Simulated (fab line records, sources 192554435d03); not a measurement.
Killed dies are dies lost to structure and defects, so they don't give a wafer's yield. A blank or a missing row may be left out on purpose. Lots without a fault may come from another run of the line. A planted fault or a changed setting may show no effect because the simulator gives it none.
fab line records | flow n5_finfet
record lots=7 wafers=39
route steps=1938 shown PMOS_HMC_CHANNEL_EPI@78 DUMMY_GATE@228 SD_EPI_N@281 HKMG_FIN@438
start_h: hours from the record's first day to the start of the lot's first wafer shown | wait_h: hours since the lot's step before | " the same as in the row above | L1.1+2: a row that stands for several wafers | - no value, or no start given | * or withheld: withheld | < > ~ a bound
route shown NAME@n: a module of which the file shows steps, and the number in the route of the first | usual: mean/standard deviation of fault-free wafers | same: alike in all rows | chamber/n: place in a boat | sites: the reading at each site | _std_site: their standard deviation | _edge_site: outer sites' mean less inner sites' | radius_mm: how far each site lies from the wafer's centre | mask NAME#n: copy n | behind: the tool/chamber that last shaped the wafer | hold: why the lot was held/for how many hours/how that ended | device: the transistor (n, p or np) that didn't switch | end of line: the same wafers' tests at the end of the route | a step without rows: its recipe alone | killed: dies lost to structure and defects at the first sort, not the wafer's yield | map: a wafer's dies, x killed, . not, _ none there
set.NAME: the setting as run; set.NAME@STEP: as run at that earlier step | model.NAME: the simulator's own value behind a step, which no gauge read
lots whose settings were changed on purpose; a table a step, a row a wafer
## steps
# step N5_PMOS_HMC_CHANNEL_EPI_EPI_20
# recipe material=SiGe30 mask_material=SiO2 pressure_torr=20 target_thk_a=590 temp_c=600
# columns lot.wafer tool chamber start_h wait_h set.temp_c model.SiGe30_of_PMOS_HMC_CHANNEL_EPI_EPI_20.thk_nm
L075.2 epi_rpcvd-03 0 23.93 0.3 600 59.8
L075.4 " 0 " " 600 59.63
L075.5 " 0 " " 600 59.79
L076.1 epi_rpcvd-04 0 30.83 0.0 600 59.44
L076.2+4 " 0 " " 594.7 53.7
L076.3 " 0 " " 600 59.8
L076.5 " 0 " " 594.7 54.1
L076.6 " 0 " " 600 60.26
L077.1 epi_rpcvd-02 0 35.95 0.0 600 59.1
L077.2 " 0 " " 600 59.17
L077.3 " 0 " " 603.6 63.01
L077.4 " 0 " " 603.6 62.98
L077.5 " 0 " " 603.6 62.78
L077.6 " 0 " " 600 58.85
L084.1+6 epi_rpcvd-04 0 78.53 0.0 600 58.29
L084.2 " 0 " " 600 57.5
L084.3 " 0 " " 600 59.05
L084.4 " 0 " " 600 58.14
L084.5 " 0 " " 600 59
L085.1 epi_rpcvd-03 0 83.85 0.0 595.3 55.41
L085.2 " 0 " " 595.3 55.31
L085.3 " 0 " " 600 59.12
L085.4 " 0 " " 600 59.06
L085.5 " 0 " " 600 60.12
L085.6 " 0 " " 595.3 54.36
L090.1+5 epi_rpcvd-04 0 114.58 0.0 600 58.53
L090.2 " 0 " " 600 59.08
L090.3 " 0 " " 600 58.5
L090.4 " 0 " " 600 58.42
L090.6 " 0 " " 600 58.22
L095.1 epi_rpcvd-04 0 145.04 0.0 600 58.87
L095.2 " 0 " " 604.4 63.51
L095.3 " 0 " " 600 58.17
L095.4 " 0 " " 604.4 63.12
L095.5 " 0 " " 604.4 63.71
L095.6 " 0 " " 600 58.51
# step N5_DUMMY_GATE_EXPOSE_12
# recipe mask_id=GATE na=0.33 source_shape=annular sigma_inner=0.2 sigma_outer=0.6 polarization=unpolarized target_cd_nm=25 dose_mj=34
# columns lot.wafer tool chamber start_h wait_h mask set.dose_mj
L075.2+4+5 euv_scanner-02 0 54.66 - GATE#0 34
L076.1+2+6 euv_scanner-02 0 59.10 - GATE#0 34
L076.3+4+5 " 0 " " GATE#0 32.62
L077.1+4+5 euv_scanner-02 0 64.23 - GATE#0 33.3
L077.2+3+6 " 0 " " GATE#0 34
L084.1+2+5 euv_scanner-02 0 105.59 - GATE#0 34
L084.3+4+6 " 0 " " GATE#0 32.18
L085.1+5+6 euv_scanner-02 0 111.10 - GATE#0 34
L085.2+3+4 " 0 " " GATE#0 36.5
L090.1+4+6 euv_scanner-02 0 142.60 - GATE#0 35.23
L090.2+3+5 " 0 " " GATE#0 34
L095.1+2+6 euv_scanner-02 0 175.12 - GATE#0 36.43
L095.3+4+5 " 0 " " GATE#0 34
# step N5_DUMMY_GATE_PEB_13
# recipe peb_temp_c=100 peb_time_s=60 resist=CAR-EUV
# step N5_DUMMY_GATE_DEVELOP_14
# recipe develop_time_s=30 developer=TMAH resist=CAR-EUV rinse_liquid=surfactant_rinse dry=air_spin dev_temp_c=23
# step N5_DUMMY_GATE_CD_MEAS_15
# recipe target_cd_nm=25.8 landing_energy_ev=500 detector=se_inlens
# usual cd_nm=25.00/0.23
# columns lot.wafer tool chamber start_h wait_h set.dose_mj@DUMMY_GATE_EXPOSE_12 cd_nm
L075.2 cd_sem-02 0 54.79 - 34 24.92
L075.4 " 0 " " 34 24.79
L075.5 " 0 " " 34 24.88
L076.1 cd_sem-03 0 59.23 - 34 25.12
L076.2 " 0 " " 34 25.07
L076.3 " 0 " " 32.62 25.66
L076.4 " 0 " " 32.62 25.70
L076.5 " 0 " " 32.62 25.54
L076.6 " 0 " " 34 24.90
L077.1 cd_sem-03 0 64.36 - 33.3 25.40
L077.2 " 0 " " 34 24.66
L077.3 " 0 " " 34 24.65
L077.4 " 0 " " 33.3 25.28
L077.5 " 0 " " 33.3 25.43
L077.6 " 0 " " 34 25.09
L084.1 cd_sem-01 0 105.72 - 34 25.07
L084.2 " 0 " " 34 25.26
L084.3 " 0 " " 32.18 26.10
L084.4 " 0 " " 32.18 26.18
L084.5 " 0 " " 34 25.19
L084.6 " 0 " " 32.18 25.97
L085.1 cd_sem-02 0 111.22 - 34 25.19
L085.2 " 0 " " 36.5 23.87
L085.3 " 0 " " 36.5 24.01
L085.4 " 0 " " 36.5 23.67
L085.5 " 0 " " 34 25.02
L085.6 " 0 " " 34 24.86
L090.1 cd_sem-02 0 142.73 - 35.23 24.22
L090.2 " 0 " " 34 25.06
L090.3 " 0 " " 34 25.37
L090.4 " 0 " " 35.23 24.28
L090.5 " 0 " " 34 25.09
L090.6 " 0 " " 35.23 24.60
L095.1 cd_sem-02 0 175.25 - 36.43 23.51
L095.2 " 0 " " 36.43 23.55
L095.3 " 0 " " 34 24.85
L095.4 " 0 " " 34 24.74
L095.5 " 0 " " 34 25.10
L095.6 " 0 " " 36.43 23.67
# step N5_DUMMY_GATE_STRIP_38
# recipe chemistry=N2/H2 temp_c=40 n2_flow_sccm=200 h2_flow_sccm=200 rf_frequency_hz=6e+07
# step N5_DUMMY_GATE_STRIP_39
# recipe chemistry=N2/H2 temp_c=40 n2_flow_sccm=200 h2_flow_sccm=200 rf_frequency_hz=6e+07
# step N5_DUMMY_GATE_TRIM_49
# recipe chemistry=O2 resist=SOC time_s=29 target_cd_nm=14 source_power_w=300 bias_power_w=0 O2_flow_sccm=100 temp_c=20
# columns lot.wafer tool chamber start_h wait_h set.dose_mj@DUMMY_GATE_EXPOSE_12 model.DUMMY_GATE.cd_nm
L075.2 rie_si-06 3 55.14 0.0 34 13.6
L075.4+5 " 0,1 " " 34 14
L076.1 rie_si-03 1 59.59 0.0 34 13.8
L076.2+6 " 2 " " 34 14.2
L076.3+4 " 0 " " 32.62 14.8
L076.5 " 1 " " 32.62 14.4
L077.1+5 rie_si-01 1,0 65.21 0.0 33.3 14.2
L077.2 " 3 " " 34 14.2
L077.3+6 " 0,3 " " 34 13.8
L077.4 " 2 " " 33.3 14.4
L084.1+2 rie_si-03 3,0 106.08 0.0 34 14.2
L084.3 " 1 " " 32.18 15.2
L084.4 " 2 " " 32.18 15.4
L084.5 " 0 " " 34 14.4
L084.6 " 1 " " 32.18 15
L085.1 rie_si-03 3 111.58 0.0 34 14.2
L085.2 " 0 " " 36.5 12.4
L085.3+4 " 2,1 " " 36.5 12.8
L085.5 " 0 " " 34 13.8
L085.6 " 1 " " 34 14
L090.1+4 rie_si-06 3,0 143.09 0.0 35.23 13.4
L090.2+5 " 1,0 " " 34 14.2
L090.3 " 2 " " 34 14
L090.6 " 3 " " 35.23 13.6
L095.1 rie_si-06 0 175.70 0.0 36.43 12.8
L095.2 " 3 " " 36.43 12.4
L095.3 " 1 " " 34 13.6
L095.4 " 2 " " 34 13.4
L095.5 " 3 " " 34 13.8
L095.6 " 2 " " 36.43 12.2
# step N5_DUMMY_GATE_ETCH_32
# recipe chemistry=CF4 target=SiO2 target_depth_a=35 time_s=3.9 ion_energy_ev=350 pressure_mtorr=10 icp_w=800 bias_w=400 cf4_flow_sccm=80
# columns lot.wafer tool chamber start_h wait_h set.time_s model.etch.depth_nm
L075.2 rie_si-01 1 55.59 0.1 3.9 3.563
L075.4 " 3 " " 3.9 3.431
L075.5 " 1 " " 3.9 3.598
L076.1 rie_si-01 2 60.28 0.1 3.9 3.565
L076.2 " 1 " " 3.217 2.975
L076.3 " 0 " " 3.9 3.604
L076.4 " 3 " " 3.217 2.842
L076.5 " 1 " " 3.9 3.57
L076.6 " 2 " " 3.217 2.93
L077.1 rie_si-06 2 65.82 0.1 4.817 4.512
L077.2 " 1 " " 4.817 4.347
L077.3 " 3 " " 3.9 3.475
L077.4 " 0 " " 3.9 3.421
L077.5 " 3 " " 4.817 4.303
L077.6 " 0 " " 3.9 3.437
L084.1 rie_si-01 0 106.52 0.1 3.9 3.572
L084.2 " 3 " " 4.212 3.784
L084.3 " 1 " " 3.9 3.594
L084.4 " 2 " " 3.9 3.558
L084.5 " 1 " " 4.212 3.871
L084.6 " 2 " " 4.212 3.838
L085.1 rie_si-06 2 112.26 0.1 3.9 3.641
L085.2 " 1 " " 3.9 3.517
L085.3 " 0 " " 3.9 3.435
L085.4 " 3 " " 3.9 3.531
L085.5 " 2 " " 3.9 3.627
L085.6 " 1 " " 3.9 3.527
L090.1 rie_si-01 0 143.53 0.1 3.118 2.86
L090.2 " 2 " " 3.118 2.793
L090.3 " 1 " " 3.9 3.555
L090.4 " 3 " " 3.9 3.453
L090.5 " 1 " " 3.9 3.586
L090.6 " 2 " " 3.118 2.808
L095.1 rie_si-03 0 176.30 0.1 4.153 3.633
L095.2 " 3 " " 3.9 3.431
L095.3 " 2 " " 3.9 3.489
L095.4 " 3 " " 4.153 3.648
L095.5 " 0 " " 3.9 3.406
L095.6 " 2 " " 4.153 3.711
# step N5_DUMMY_GATE_ETCH_23
# recipe chemistry=HBr/Cl2/O2 HBr_flow_sccm=150 Cl2_flow_sccm=80 O2_flow_sccm=12 bias_w=102 target_depth_a=410 time_s=22.3 target=poly-Si mask_material=SiO2 pressure_mtorr=10 icp_w=800
# step N5_DUMMY_GATE_ETCH_44
# recipe chemistry=HBr/O2 over_etch_frac=0.7 target_depth_a=1275 stop_on=SiO2 ion_energy_ev=60 bias_w=20 target=poly-Si mask_material=SiO2 pressure_mtorr=20 icp_w=400 HBr_flow_sccm=120 O2_flow_sccm=10
# step N5_DUMMY_GATE_CD_MEAS_24
# recipe target_cd_nm=15
# usual cd_nm=15.0/0.31
# columns lot.wafer tool chamber start_h wait_h set.dose_mj@DUMMY_GATE_EXPOSE_12 cd_nm
L075.2 cd_sem-02 - 55.79 0.1 34 14.6
L075.4 " - " " 34 14.9
L075.5 " - " " 34 14.8
L076.1 cd_sem-01 - 60.48 0.1 34 14.9
L076.2 " - " " 34 15.2
L076.3 " - " " 32.62 15.8
L076.4 " - " " 32.62 16.2
L076.5 " - " " 32.62 15.8
L076.6 " - " " 34 15.1
L077.1 cd_sem-01 - 66.02 0.1 33.3 15.1
L077.2 " - " " 34 15.0
L077.3 " - " " 34 15.0
L077.4 " - " " 33.3 15.2
L077.5 " - " " 33.3 15.4
L077.6 " - " " 34 14.9
L084.1 cd_sem-01 - 106.72 0.1 34 15.1
L084.2 " - " " 34 15.1
L084.3 " - " " 32.18 16.4
L084.4 " - " " 32.18 16.2
L084.5 " - " " 34 15.2
L084.6 " - " " 32.18 16.3
L085.1 cd_sem-02 - 112.46 0.1 34 15.1
L085.2 " - " " 36.5 13.8
L085.3 " - " " 36.5 14.2
L085.4 " - " " 36.5 13.7
L085.5 " - " " 34 14.6
L085.6 " - " " 34 15.2
L090.1 cd_sem-01 - 143.73 0.1 35.23 13.8
L090.2 " - " " 34 15.3
L090.3 " - " " 34 15.1
L090.4 " - " " 35.23 14.6
L090.5 " - " " 34 15.4
L090.6 " - " " 35.23 14.7
L095.1 cd_sem-01 - 176.50 0.1 36.43 13.6
L095.2 " - " " 36.43 13.3
L095.3 " - " " 34 14.9
L095.4 " - " " 34 14.1
L095.5 " - " " 34 14.6
L095.6 " - " " 36.43 13.2
# step N5_DUMMY_GATE_ETCH_42
# recipe chemistry=CHF3/O2 target=SiO2 target_depth_a=35 time_s=31 ion_energy_ev=30 bias_w=12 pressure_mtorr=30 source_w=600 Ar_flow_sccm=200 CHF3_flow_sccm=50 O2_flow_sccm=5
# columns lot.wafer tool chamber start_h wait_h set.dose_mj@DUMMY_GATE_EXPOSE_12 model.DUMMY_GATE.cd_nm
L075.2 rie_diel-02 3 55.83 0.0 34 14.4
L075.4 " 1 " " 34 15
L075.5 " 3 " " 34 14.8
L076.1 rie_diel-02 3 60.70 0.2 34 14.6
L076.2 " 1 " " 34 15.2
L076.3 " 2 " " 32.62 15.8
L076.4 " 0 " " 32.62 16
L076.5 " 3 " " 32.62 15.4
L076.6 " 2 " " 34 15
L077.1 rie_diel-06 1 66.07 0.0 33.3 15
L077.2 " 3 " " 34 15.2
L077.3+6 " 2,3 " " 34 14.6
L077.4 " 0 " " 33.3 15.4
L077.5 " 2 " " 33.3 15.2
L084.1+2 rie_diel-02 1,3 106.77 0.0 34 15
L084.3+4 " 2 " " 32.18 16.2
L084.5 " 1 " " 34 15.2
L084.6 " 3 " " 32.18 16
L085.1+6 rie_diel-02 2,3 112.59 0.1 34 15.2
L085.2 " 1 " " 36.5 13.4
L085.3 " 3 " " 36.5 14
L085.4 " 1 " " 36.5 13.6
L085.5 " 2 " " 34 14.6
L090.1 rie_diel-06 3 143.78 0.0 35.23 14
L090.2 " 0 " " 34 15.2
L090.3 " 1 " " 34 15
L090.4 " 2 " " 35.23 14.4
L090.5 " 2 " " 34 15.6
L090.6 " 3 " " 35.23 14.8
L095.1 rie_diel-03 1 176.55 0.0 36.43 13.8
L095.2 " 0 " " 36.43 13.6
L095.3 " 2 " " 34 14.6
L095.4 " 3 " " 34 14.4
L095.5 " 2 " " 34 14.8
L095.6 " 1 " " 36.43 13.4
# step N5_SD_EPI_N_SD_RECESS_17
# recipe chemistry=HBr/Cl2/O2 target_depth_a=410 mask_material=SOC time_s=23.7 bt_time_s=3 pressure_mtorr=10 icp_w=800 bias_w=112 HBr_flow_sccm=150 Cl2_flow_sccm=80 O2_flow_sccm=12
# columns lot.wafer tool chamber start_h wait_h set.time_s model.etch.depth_nm model.SD_EPI_N.feature_depth_nm model.Si_of_WELL_APT_EPI_41.thk_nm
L075.2 rie_si-02 0 57.85 0.0 23.7 41.85 41.8 8.4
L075.4 " 1 " " 23.7 41.34 41.4 8.4
L075.5 " 0 " " 23.7 41.85 41.8 7.4
L076.1 rie_si-02 0 62.71 0.0 23.7 41.87 41.8 7
L076.2 " 2 " " 23.7 41.97 42 7
L076.3 " 1 " " 23.7 41.17 41.2 7.6
L076.4 " 1 " " 23.7 41.31 41.4 7.4
L076.5 " 2 " " 23.7 42.15 42.2 6.4
L076.6 " 0 " " 23.7 41.4 41.4 7
L077.1 rie_si-04 0 68.35 0.0 21.44 37.58 37.6 12.2
L077.2 " 2 " " 23.7 41.14 41.2 8.4
L077.3 " 3 " " 21.44 37.33 37.4 12
L077.4 " 1 " " 21.44 37.3 37.4 12.6
L077.5 " 0 " " 23.7 41.53 41.6 8.2
L077.6 " 1 " " 23.7 41.2 41.2 8.2
L084.1 rie_si-04 1 109.04 0.0 24.93 43.97 44 5.2
L084.2 " 3 " " 23.7 41.63 41.6 8.6
L084.3 " 0 " " 24.93 44.04 44 5.8
L084.4 " 2 " " 23.7 41.41 41.4 8.4
L084.5 " 2 " " 24.93 43.28 43.2 6
L084.6 " 1 " " 23.7 41.32 41.4 8.4
L085.1 rie_si-05 3 114.68 0.0 23.7 41 41 8.4
L085.2 " 1 " " 23.7 40.57 40.6 9.2
L085.3 " 0 " " 25.14 43.9 43.8 5.6
L085.4 " 2 " " 23.7 41.63 41.6 7.6
L085.5 " 0 " " 25.14 44.46 44.4 4.8
L085.6 " 1 " " 25.14 42.6 42.6 6.8
L090.1 rie_si-02 3 145.83 0.0 25.93 45.24 45.2 4.4
L090.2 " 2 " " 23.7 42.13 42.2 7.8
L090.3 " 1 " " 25.93 44.95 45 5.2
L090.4 " 0 " " 25.93 45.52 45.6 4.6
L090.5 " 3 " " 23.7 41.42 41.4 8.2
L090.6 " 0 " " 23.7 41.35 41.4 8.4
L095.1 rie_si-05 0 179.95 0.0 24.28 41.71 41.8 8
L095.2 " 2 " " 23.7 40.97 41 9.8
L095.3 " 3 " " 23.7 40.48 40.4 9.2
L095.4 " 1 " " 23.7 39.54 39.6 10
L095.5 " 0 " " 24.28 42.6 42.6 7.6
L095.6 " 3 " " 24.28 41.69 41.6 8
# step N5_SD_EPI_N_STRIP_38
# recipe chemistry=N2/H2 power_w=1000 temp_c=250 h2_frac=0.65 overash_fraction=0.3 pressure_mtorr=withheld n2_flow_sccm=1750 h2_flow_sccm=3250
# step N5_SD_EPI_N_WET_ETCH_43
# recipe chemistry=dHF dilution=withheld time_s=14 target=SiO2 target_depth_a=15 temp_c=25
# step N5_SD_EPI_N_STRIP_18
# recipe chemistry=SPM time_s=750 temp_c=130 h2so4_h2o2_vol_ratio=4
# columns lot.wafer tool chamber start_h wait_h set.time_s@SD_EPI_N_SD_RECESS_17 model.Si_of_WELL_APT_EPI_41.thk_nm
L075.2+4 wet_bench-05 2,1 58.11 0.0 23.7 8
L075.5 " 7 " " 23.7 7.2
L076.1 wet_bench-05 6 62.90 0.0 23.7 6.8
L076.2+6 " 3,7 " " 23.7 6.6
L076.3 " 4 " " 23.7 7.2
L076.4 " 5 " " 23.7 7
L076.5 " 2 " " 23.7 6
L077.1 wet_bench-04 1 68.54 0.0 21.44 11.8
L077.2 " 2 " " 23.7 8
L077.3 " 4 " " 21.44 11.6
L077.4 " 7 " " 21.44 12.2
L077.5+6 " 3,0 " " 23.7 7.8
L084.1 wet_bench-05 6 109.23 0.0 24.93 4.8
L084.2 " 1 " " 23.7 8.2
L084.3 " 4 " " 24.93 5.4
L084.4+6 " 7,5 " " 23.7 8
L084.5 " 0 " " 24.93 5.6
L085.1 wet_bench-05 3 114.87 0.0 23.7 8
L085.2 " 5 " " 23.7 8.8
L085.3 " 2 " " 25.14 5.2
L085.4 " 1 " " 23.7 7.2
L085.5 " 4 " " 25.14 4.4
L085.6 " 0 " " 25.14 6.4
L090.1 wet_bench-03 7 146.02 0.0 25.93 4
L090.2 " 4 " " 23.7 7.4
L090.3 " 3 " " 25.93 4.8
L090.4 " 2 " " 25.93 4.2
L090.5 " 6 " " 23.7 8
L090.6 " 5 " " 23.7 8.2
L095.1+6 wet_bench-03 1,0 180.14 0.0 24.28 7.6
L095.2 " 5 " " 23.7 9.4
L095.3 " 6 " " 23.7 8.8
L095.4 " 4 " " 23.7 9.6
L095.5 " 7 " " 24.28 7.4
# step N5_HKMG_FIN_ETCH_35
# recipe chemistry=N2/H2 target=SOC target_depth_a=2158 ion_energy_ev=65 bias_w=5 source_w=3000 time_s=243.4 pressure_mtorr=30 n2_flow_sccm=200 h2_flow_sccm=200
# columns lot.wafer tool chamber start_h wait_h set.target_depth_a model.SOC_of_HKMG_FIN_COAT_29.thk_nm model.etch.depth_nm model.HKMG_FIN.feature_depth_nm
L075.2 rie_diel-04 1 88.63 0.0 2158 85.6 214.6 214.6
L075.4 " 2 " " 2158 87.6 212.3 212.2
L075.5 " 2 " " 2158 86.2 212.9 213
L076.1 rie_diel-05 0 88.72 0.0 2158 88.4 211.4 211.4
L076.2 " 1 " " 2158 84 215.4 215.4
L076.3 " 3 " " 2158 82.2 218.3 218.4
L076.4 " 2 " " 2158 85 214.7 214.6
L076.5 " 0 " " 2158 86.6 212.9 213
L076.6 " 1 " " 2158 83.2 215.9 216
L077.1 rie_diel-05 1 94.57 0.0 1966 101.6 198.8 198.8
L077.2 " 3 " " 2158 81.8 218.6 218.6
L077.3 " 2 " " 1966 102.4 196.6 196.6
L077.4 " 0 " " 2158 87.4 212.7 212.6
L077.5 " 0 " " 1966 106 194.1 194.2
L077.6 " 1 " " 2158 81.4 218.1 218.2
L084.1 rie_diel-04 2 135.14 0.0 2158 89.2 210.9 210.8
L084.2 " 0 " " 2158 92.8 207 207
L084.3 " 3 " " 2158 83.2 216.3 216.2
L084.4 " 1 " " 2158 88.4 211 211
L084.5 " 2 " " 2158 89.6 210.3 210.2
L084.6 " 3 " " 2158 84.4 215.1 215.2
L085.1 rie_diel-01 2 142.53 0.0 2076 95.6 204.7 204.6
L085.2 " 0 " " 2158 85.4 214.7 214.6
L085.3 " 3 " " 2158 82.8 218.2 218.2
L085.4 " 1 " " 2076 90.8 208.8 208.8
L085.5 " 2 " " 2076 96.8 203.6 203.6
L085.6 " 3 " " 2158 81.4 218.5 218.4
L090.1 rie_diel-04 2 170.48 0.0 2425 61.6 238.4 238.4
L090.2 " 1 " " 2158 84.8 215.6 215.6
L090.3 " 3 " " 2425 55.2 245.3 245.4
L090.4 " 3 " " 2158 81 219.3 219.4
L090.5 " 2 " " 2425 62.2 238.2 238.2
L090.6 " 1 " " 2158 85.8 214 214
L095.1 rie_diel-05 2 208.68 0.0 1961 102.2 197.1 197.2
L095.2 " 0 " " 1961 105.8 194.5 194.6
L095.3 " 3 " " 2158 82 218.2 218.2
L095.4 " 1 " " 1961 101.4 198.8 198.8
L095.5 " 2 " " 2158 81.8 218 218
L095.6 " 1 " " 2158 82.6 217.7 217.6
## key
split step=N5_PMOS_HMC_CHANNEL_EPI_EPI_20 setting=temp_c stated=600 by=wafer
response step=N5_PMOS_HMC_CHANNEL_EPI_EPI_20 reading=model.SiGe30_of_PMOS_HMC_CHANNEL_EPI_EPI_20.thk_nm change=+6.41 per=1% r=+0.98
split step=N5_DUMMY_GATE_EXPOSE_12 setting=dose_mj stated=34 by=wafer
response step=N5_DUMMY_GATE_CD_MEAS_15 reading=cd_nm change=-0.176 per=1% r=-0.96
response step=N5_DUMMY_GATE_TRIM_49 reading=model.DUMMY_GATE.cd_nm change=-0.17 per=1% r=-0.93
response step=N5_DUMMY_GATE_CD_MEAS_24 reading=cd_nm change=-0.179 per=1% r=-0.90
response step=N5_DUMMY_GATE_ETCH_42 reading=model.DUMMY_GATE.cd_nm change=-0.178 per=1% r=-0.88
split step=N5_DUMMY_GATE_ETCH_32 setting=time_s stated=3.9 by=wafer
response step=N5_DUMMY_GATE_ETCH_32 reading=model.etch.depth_nm change=+0.0377 per=1% r=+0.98
split step=N5_SD_EPI_N_SD_RECESS_17 setting=time_s stated=23.7 by=wafer
response step=N5_SD_EPI_N_SD_RECESS_17 reading=model.etch.depth_nm change=+0.412 per=1% r=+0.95
response step=N5_SD_EPI_N_SD_RECESS_17 reading=model.SD_EPI_N.feature_depth_nm change=+0.409 per=1% r=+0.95
response step=N5_SD_EPI_N_SD_RECESS_17 reading=model.Si_of_WELL_APT_EPI_41.thk_nm change=-0.422 per=1% r=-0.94
response step=N5_SD_EPI_N_STRIP_18 reading=model.Si_of_WELL_APT_EPI_41.thk_nm change=-0.427 per=1% r=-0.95
split step=N5_HKMG_FIN_ETCH_35 setting=target_depth_a stated=2158 by=wafer
response step=N5_HKMG_FIN_ETCH_35 reading=model.SOC_of_HKMG_FIN_COAT_29.thk_nm change=-2.15 per=1% r=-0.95
response step=N5_HKMG_FIN_ETCH_35 reading=model.etch.depth_nm change=+2.17 per=1% r=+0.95
response step=N5_HKMG_FIN_ETCH_35 reading=model.HKMG_FIN.feature_depth_nm change=+2.16 per=1% r=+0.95
